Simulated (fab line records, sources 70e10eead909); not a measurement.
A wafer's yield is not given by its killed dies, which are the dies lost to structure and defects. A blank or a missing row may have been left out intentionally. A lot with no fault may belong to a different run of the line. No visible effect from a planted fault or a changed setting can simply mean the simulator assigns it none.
8D (eight disciplines) problem report, filled in by code | flow nandHarc | the parts of the form that need people (team, actions taken, sign-off) are left out

## 1. WHAT IS WRONG
A mean of 91.0 is read at NHARC_END_SORT_01 for killedAtPeriphery, taken on 1 wafer of 1 lot, against 4.2 (standard deviation 2.5) on wafers free of any fault. That is +35 standard deviations from the usual mean.
Earliest sighting: wafer L272.6 on prober-01 at day 29 00:35. Wafers with a number at this step in the record: 15, from 5 lots. By rule, "out" or "out of limits" means more than 4 standard deviations away from the usual mean. The rest of the wafers with a number are treated as sound.

## 2. WHAT IT IS, AND WHAT IT ISN'T
question                    | is                                                                                                         | is not
which readings at this step | killedAtPeriphery, defectLimitedYield, killedDies, sort_bin_2_pct, sort_bin_3_pct, sortNPass, sortYieldPct | killedAtArray, killedAtOther, killedOpen, killedShort
which lots                  | L272                                                                                                       | L262, L264, L269, L283
which wafers of those lots  | L272.6                                                                                                     | L272.2, L272.5
read on which gauges        | prober-01                                                                                                  | prober-02
when                        | from day 29 00:35                                                                                          | up to then (11 sound wafers); but 3 sound wafers of L283 came after

## 3. SUSPECTS, AND WHAT RULES EACH OUT
Counting: a tool at a process step up to the reading stays a suspect if it ran every lot that is out. Sound lots after the first of them don't rule it out here, since some wafers of a struck lot are sound.
- the gauge at NHARC_END_SORT_01: kept. All the wafers that are out were read on prober-01, and no step on other tools shows them out.
- pvdSputter-02 at NHARC_P_M0_PVD_21 (deposits Cu, target thk 30 nm, time 20.49 s): kept. It ran the lot that is out, L272 (day 10 16:34).
- pvdSputter-01 at NHARC_THIN_TSV_DEGAS_49 (time 120 s): kept. The lot that is out, L272, ran on it at day 28 09:34; the last sound lot it ran before that was L264, at day 25 08:48.
- pvdSputter-03 at NHARC_THIN_TSV_DEGAS_53 (time 60 s): kept. The lot that is out, L272, ran on it at day 28 11:31; the last sound lot it ran before that was L264, at day 25 10:49.
- pvdSputter-03 at NHARC_THIN_TSV_PRE_CLEAN_54 (time 30 s): kept. The lot that is out, L272, ran on it at day 28 11:36; the last sound lot it ran before that was L264, at day 25 10:54.
Left after counting: pvdSputter-02 at NHARC_P_M0_PVD_21, pvdSputter-01 at NHARC_THIN_TSV_DEGAS_49, pvdSputter-03 at NHARC_THIN_TSV_DEGAS_53, pvdSputter-03 at NHARC_THIN_TSV_PRE_CLEAN_54, prober-01 at NHARC_END_SORT_01.

## 4. THE CAUSE (what the simulator had put in)
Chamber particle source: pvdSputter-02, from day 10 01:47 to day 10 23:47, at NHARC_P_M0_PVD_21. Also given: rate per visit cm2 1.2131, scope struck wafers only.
Counting leaves 5 suspects; this tool is one of them.

## 5. THE CHAIN OF EFFECTS, in route order
Each row: a reading where the mean over the struck wafers with a number is more than 3 standard deviations away from the usual. Only readings whose record carries a usual standard deviation are examined. hours: median over the lots of the time between each lot's start at the first step of this table that gives one and its start at this step. sigmas: the change, counted in usual standard deviations.
hours | step              | reading            | usual  | on struck wafers | change | sigmas
0     | NHARC_END_SORT_01 | defectLimitedYield | 91.5 % | 78.3             | -13.2  | -5.5
0     | NHARC_END_SORT_01 | killedAtPeriphery  | 4.2    | 91.0             | +86.8  | +35
0     | NHARC_END_SORT_01 | killedDies         | 57     | 147              | +90    | +5.6
0     | NHARC_END_SORT_01 | sort_bin_2_pct     | 3.0 %  | 9.0              | +6.0   | +5.5
0     | NHARC_END_SORT_01 | sort_bin_3_pct     | 0.6 %  | 5.0              | +4.4   | +14
0     | NHARC_END_SORT_01 | sortNPass          | 620    | 530              | -90    | -5.6
0     | NHARC_END_SORT_01 | sortYieldPct       | 91.5 % | 78.3             | -13.2  | -5.5

## 6. WHAT WOULD HAVE CAUGHT IT SOONER
In this record the first reading out of limits at a measuring or inspecting step was taken at day 29 00:35, 455 hours after the fault began at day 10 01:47.
An alarm limit of 4 standard deviations would not have fired on the tool readings at NHARC_P_M0_PVD_21 for which the record gives a usual standard deviation, since none of them was out on any struck wafer.
Each of the lots that are out, 1 in all, had begun NHARC_P_M0_PVD_21 on pvdSputter-02 no later than day 29 00:35. A hold on the tool at that time would have spared none of them.
